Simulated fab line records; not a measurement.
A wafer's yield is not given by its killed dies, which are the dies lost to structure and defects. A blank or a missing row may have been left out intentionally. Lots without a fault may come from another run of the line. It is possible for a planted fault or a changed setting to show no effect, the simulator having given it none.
Split-lot trial | flow n5Finfet | on a route of 1938 steps: 7 lots, 21 wafers read

## THE SPLIT
At N5_BEOL_M9_EXPOSE_08 (exposes mask M9), the setting doseMj was moved away from the recipe's 53.75 on 9 of the 21 wafers read, by -7.0% to +7.0%. All remaining wafers had this setting at the recipe value.

## FROM THE SPLIT TO THE READING: what the file shows between them, 20 steps
- N5_BEOL_M9_PEB_09: peb time 60 s
- N5_BEOL_M9_DEVELOP_10: develop time 30 s
- N5_BEOL_M9_CD_MEAS_11: target cd 64.1 nm
- N5_BEOL_M9_DESCUM_16: chemistry O2, time 7.9 s
- N5_BEOL_M9_ETCH_61: etches SiARC in CF4, target depth 39 nm, time 65 s
- N5_BEOL_M9_ETCH_62: etches SOC in N2/H2, target depth 110 nm, overetch 22 nm, time 165 s
- N5_BEOL_M9_STRIP_68: strips in N2/H2
- N5_BEOL_M9_STRIP_67: strips in CF4
- N5_BEOL_M9_HM_OPEN_17: chemistry Cl2/BCl3, target TiN, target depth 20 nm, overetch 6 nm
- N5_BEOL_M9_STRIP_19: strips in O2
- N5_BEOL_M9_CD_MEAS_18: pitch 140 nm, target cd 70 nm
- N5_BEOL_M9_COAT_63: time 60 s, resist thk 60 nm
- N5_BEOL_M9_COAT_64: time 60 s, resist thk 12 nm
- N5_BEOL_M9_STRIP_73: strips in C4F6/O2
- N5_BEOL_M9_STRIP_36: strips in N2/H2
- N5_BEOL_M9_TRENCH_ETCH_37: etches SiCOH lowk in C4F6/O2, target depth 151.43 nm, time 49 s
- N5_BEOL_M9_ETCH_41: etches SiCN in CH3F/O2, target depth 36.6 nm, time 70.1 s
- N5_BEOL_M9_STRIP_80: strips in N2/H2, time 10 s
- N5_BEOL_M9_PRECLEAN_42: cleans in residue remover, time 60 s
- N5_BEOL_M9_SRD_43: time 30 s

## THE READING
cdNm, in nm, at N5_BEOL_M9_CD_MEAS_35 (target cd 70 nm, target cd y 40 nm). On this fab line, fault-free wafers typically give 70.0 nm with a standard deviation of 0.71 nm.

wafer  | tool, chamber at the split | doseMj as run | against the recipe | cdNm, nm | against lot-mates on the recipe
L079.1 | arfiScanner-01, 0          | 53.75         | recipe             | 69.6     | -
L079.2 | arfiScanner-01, 0          | 53.75         | recipe             | 69.1     | -
L079.6 | arfiScanner-01, 0          | 53.75         | recipe             | 70.1     | -
L084.1 | arfiScanner-03, 0          | 53.75         | recipe             | 70.6     | -
L084.2 | arfiScanner-03, 0          | 53.75         | recipe             | 70.0     | -
L084.5 | arfiScanner-03, 0          | 53.75         | recipe             | 71.0     | -
L085.3 | arfiScanner-02, 0          | 56.78         | +5.6%              | 72.1     | +2.2
L085.4 | arfiScanner-02, 0          | 53.75         | recipe             | 70.2     | -
L085.6 | arfiScanner-02, 0          | 53.75         | recipe             | 69.6     | -
L086.1 | arfiScanner-01, 0          | 53.75         | recipe             | 70.5     | -
L086.3 | arfiScanner-01, 0          | 57.53         | +7.0%              | 73.7     | +3.2
L086.6 | arfiScanner-01, 0          | 57.53         | +7.0%              | 73.7     | +3.2
L089.1 | arfiScanner-02, 0          | 57.02         | +6.1%              | 72.9     | +1.9
L089.2 | arfiScanner-02, 0          | 57.02         | +6.1%              | 73.3     | +2.3
L089.4 | arfiScanner-02, 0          | 53.75         | recipe             | 71.0     | -
L090.1 | arfiScanner-02, 0          | 54.78         | +1.9%              | 70.2     | +1.1
L090.4 | arfiScanner-02, 0          | 54.78         | +1.9%              | 72.3     | +3.2
L090.5 | arfiScanner-02, 0          | 53.75         | recipe             | 69.1     | -
L094.1 | arfiScanner-03, 0          | 53.75         | recipe             | 69.2     | -
L094.3 | arfiScanner-03, 0          | 50.01         | -7.0%              | 67.2     | -2.0
L094.6 | arfiScanner-03, 0          | 50.01         | -7.0%              | 66.1     | -3.1

FIT RESULTS
A straight line over all 21 wafers: cdNm changes by +0.493 nm for each +1% of doseMj; r = +0.94; the points scatter about the line by 0.68 nm.
The same after taking each lot's own level away (the mean of its wafers on the recipe; 21 wafers): +0.399 nm for each +1%; r = +0.92; scatter 0.65 nm.
On that fit, the largest move of doseMj shifts the reading by 2.8 nm.
The span of the lots' own levels, 69.10 to 71.00 nm, comes to 2.7 times the standard deviation stated above.
Hence the slope depends on the lot-to-lot level, as the two fits are not the same.
Check: +2.91 nm against its lot-mates is what the line predicts for one of the wafers moved furthest among these (+7.0%) when that wafer is left out of the fit. Against them it came out at +3.2 nm.

## THE WHOLE CHAIN: every reading that the file lists as answering this split, in the file's order
step                  | what it does                                                         | reading                                                             | change (the file's fit)               | r (the file's)
N5_BEOL_M9_CD_MEAS_11 | target cd 64.1 nm                                                    | cdNm                                                                | +0.419 nm for each +1% of the setting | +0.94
N5_BEOL_M9_ETCH_61    | etches SiARC in CF4, target depth 39 nm, time 65 s                   | BEOL_M9.cdOffsetNm (the simulator's own value, which no gauge read) | +0.403 nm for each +1% of the setting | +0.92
N5_BEOL_M9_ETCH_62    | etches SOC in N2/H2, target depth 110 nm, overetch 22 nm, time 165 s | BEOL_M9.cdOffsetNm (the simulator's own value, which no gauge read) | +0.423 nm for each +1% of the setting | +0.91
N5_BEOL_M9_HM_OPEN_17 | chemistry Cl2/BCl3, target TiN, target depth 20 nm, overetch 6 nm    | BEOL_M9.cdOffsetNm (the simulator's own value, which no gauge read) | +0.39 nm for each +1% of the setting  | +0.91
N5_BEOL_M9_CD_MEAS_18 | pitch 140 nm, target cd 70 nm                                        | cdNm                                                                | +0.433 nm for each +1% of the setting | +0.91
N5_BEOL_M9_CD_MEAS_35 | target cd 70 nm, target cd y 40 nm                                   | cdNm                                                                | +0.403 nm for each +1% of the setting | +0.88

## FILE'S OWN FIT
cdNm changes by +0.403 nm for each +1% of doseMj, r = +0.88.
